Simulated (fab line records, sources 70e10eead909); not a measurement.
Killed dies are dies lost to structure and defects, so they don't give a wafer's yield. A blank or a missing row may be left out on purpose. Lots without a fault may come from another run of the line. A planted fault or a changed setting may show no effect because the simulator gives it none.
Chamber matching | flow nand_harc | NHARC_P_CONTACT_ALD_22 on ald_metal-04: 4 sister chambers
The step deposits TiN, target thk 3 nm, pulse time 1 s, ald cycles 150. 7 wafers are shown with their chamber, then 9 later ones without.

WAFERS WITH THEIR CHAMBER
wafer  | chamber | heater_power_w (W) | precursor_pulse_height_rel
L082.6 | 0       | 1107               | 1.008
L085.1 | 1       | 1213               | 1.010
L085.3 | 0       | 1151               | 1.004
L085.5 | 3       | 1060               | 1.011
L084.2 | 2       | 1078               | 0.990
L084.3 | 3       | 1065               | 1.016
L084.4 | 1       | 1220               | 1.008

WAFERS WITHOUT THEIR CHAMBER
wafer  | heater_power_w (W) | precursor_pulse_height_rel
L089.3 | 1026               | 0.981
L089.4 | 1062               | 0.992
L089.5 | 1242               | 1.040
L090.1 | 1139               | 0.955
L090.2 | 1062               | 1.010
L090.3 | 1040               | 0.985
L091.4 | 1059               | 0.970
L091.5 | 1206               | 0.998
L091.6 | 1137               | 0.997

WHICH CHAMBER EACH WENT THROUGH
wafer  | from the rows above     | in truth
L089.3 | 2                       | 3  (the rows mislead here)
L089.4 | 2                       | 2
L089.5 | 1                       | 1
L090.1 | 2                       | 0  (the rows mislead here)
L090.2 | 3                       | 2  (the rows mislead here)
L090.3 | 2                       | 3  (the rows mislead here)
L091.4 | 2                       | 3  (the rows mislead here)
L091.5 | can't be placed: 1 or 0 | 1
L091.6 | can't be placed: 0 or 2 | 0
Placed correctly: 2 of 9. Can't be placed from these rows: 2 (the true chamber is among the candidates in 2). Placed wrongly: 5.
How it was worked out, from the rows above alone: a wafer's distance from a chamber is the root of the sum, over the readings, of the square of ((its reading less the chamber's mean) divided by the reading's scatter). The wafer belongs to the nearest chamber; if the next one is less than 2 further off, it can't be placed. A chamber's mean is the mean of its shown wafers. The scatter: the root of (the sum of the squares of (reading less its chamber's mean) over the shown wafers, divided by (wafers less chambers)).
